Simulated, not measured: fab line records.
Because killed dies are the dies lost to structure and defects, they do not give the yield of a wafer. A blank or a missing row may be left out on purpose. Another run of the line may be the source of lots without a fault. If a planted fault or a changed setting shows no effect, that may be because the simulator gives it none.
A lot that was struck, set against a sound lot || flow nand_harc || 15 steps out of a route of 1302
Sound: the wafers L373.1, L373.2, L373.4. Wafers L369.2, L369.3, L369.4 were the ones struck. The cause is named last.
For every step that has rows: the tool of each side, followed by ch and its chambers, followed by its first start. Under that, the readings that differ: sound wafers || struck wafers || difference of the means || sigmas: that difference in standard deviations of wafers without a fault.
alike: readings whose means differ by less than 2 such deviations, and words and numbers that are the same on both sides. not compared: withheld readings, readings that some wafer has no value for, bounds like >300 that may hide the same value, and numbers for which the record gives no deviation and whose values overlap.
The two part at a step that has a row with sigmas, a row that says differs or no value, or rows on one side only. Numbers that don't overlap but have no deviation are shown without sigmas and don't part them. A reading missing from all wafers of one side parts the sides only when that side holds two or more wafers.

first, 3 steps without rows for these wafers: NHARC_THIN_TSV_EXPOSE_09 (exposes mask TSV); NHARC_THIN_TSV_PEB_10 (peb time 85 s); NHARC_THIN_TSV_DEVELOP_11 (time 70 s).
NHARC_THIN_TSV_CD_MEAS_12 targets a cd of 1000 nm.
  sound on cd_sem-02 ch 0, day 32 15:03; struck on cd_sem-03 ch 0, day 30 01:53
  alike: cd_nm
then, 1 step without rows for these wafers: NHARC_THIN_TSV_HARDBAKE_13 (time 80 s).
NHARC_THIN_TSV_DESCUM_14: chemistry O2, time 3 s.
  sound on rie_diel-02 ch 0,2,3, day 32 15:13; struck on rie_diel-03 ch 0,1,2, day 30 02:02
{"reading": "rf_hours_counter_h (h)", "sound": "0.0 0.1 0.0", "struck": "2.9 2.9 2.7", "difference": "+2.8", "sigmas": ""}
  alike: drypump_motor_current_A, oes_product_au, rf_vpp_V, showerhead_plenum_p_Torr, throttle_valve_pct
NHARC_THIN_TSV_ETCH_44: etches the open film in CF4/O2, target depth 1594.2 nm, time 797.1 s.
  sound on rie_diel-02 ch 0,1,3, day 32 15:18; struck on rie_diel-03 ch 1,2,3, day 30 02:07
{"reading": "rf_hours_counter_h (h)", "sound": "0.1 0.2 0.1", "struck": "2.8 3.0 3.0", "difference": "+2.8", "sigmas": ""}
  alike: drypump_motor_current_A, oes_product_au, rf_vpp_V, showerhead_plenum_p_Torr, throttle_valve_pct
NHARC_THIN_TSV_ETCH_15: target depth 3000 nm, bosch target overetch cycles 2, bosch etch step 2.8 s.
  sound on rie_si-06 ch 0,1,3, day 32 15:52; struck on rie_si-05 ch 0,1,2, day 30 02:42
{"reading": "rf_hours_counter_h (h)", "sound": "0.86 0.92 0.72", "struck": "0.22 0.21 0.15", "difference": -0.64, "sigmas": ""}
  alike: drypump_motor_current_A
NHARC_THIN_TSV_CD_MEAS_16:
  sound on cd_sem-01, day 32 16:01; struck on cd_sem-02, day 30 02:50
  alike: cd_nm
NHARC_THIN_TSV_STRIP_45: strips in O2.
  sound on plasma_asher-02 ch 0,1, day 32 16:05; struck on plasma_asher-02 ch 0,1, day 30 02:57
  alike: drypump_motor_current_A, heater_power_w
  not compared: rf_hours_counter_h
then, 2 steps without rows for these wafers: NHARC_THIN_TSV_STRIP_46 (strips in post etch residue remover, time 1200 s); NHARC_THIN_TSV_DEP_47 (deposits SiO2, target thk 200 nm).
NHARC_THIN_TSV_ETCHBACK_48: etches the open film in C4F8/Ar, target depth 1028.5 nm, time 405.17 s.
  sound on rie_diel-13 ch 1,2,3, day 32 17:17; struck on rie_diel-02 ch 0,1,3, day 30 04:07
{"reading": "over_etch_frac", "sound": "0.3 0.3 0.3", "struck": "0.25692 0.25692 0.25692", "difference": -0.04308, "sigmas": ""}
{"reading": "rf_hours_counter_h (h)", "sound": "3.3 3.0 3.2", "struck": "7.5 7.7 7.4", "difference": "+4.4", "sigmas": ""}
{"reading": "rf_vpp_V (V)", "sound": "542 542 543", "struck": "552 550 551", "difference": "+9", "sigmas": "+2"}
  alike: oes_product_au
NHARC_THIN_TSV_STRIP_62: strips in N2/H2, time 20 s.
  sound on plasma_asher-02 ch 0,1, day 32 17:38; struck on plasma_asher-02 ch 0,1, day 30 04:46
  alike: drypump_motor_current_A, heater_power_w
  not compared: rf_hours_counter_h
NHARC_END_SORT_01:
  sound on prober-02 ch 0, day 33 05:56; struck on prober-01 ch 0, day 30 19:02
  alike: defect_limited_yield, killed_at_array, killed_at_other, killed_at_periphery, killed_dies, killed_open, killed_short

WHERE THEY PART
NHARC_THIN_TSV_ETCHBACK_48 only, going by this record. Later steps at which nothing parts them and some readings are alike: NHARC_THIN_TSV_STRIP_62, NHARC_END_SORT_01.

WHY: what had been put in by the simulator
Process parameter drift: rie_diel-02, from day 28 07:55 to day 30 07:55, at NHARC_THIN_TSV_ETCHBACK_48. The setting over_etch_frac was moved by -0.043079, starting from 0.3. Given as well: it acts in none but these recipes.
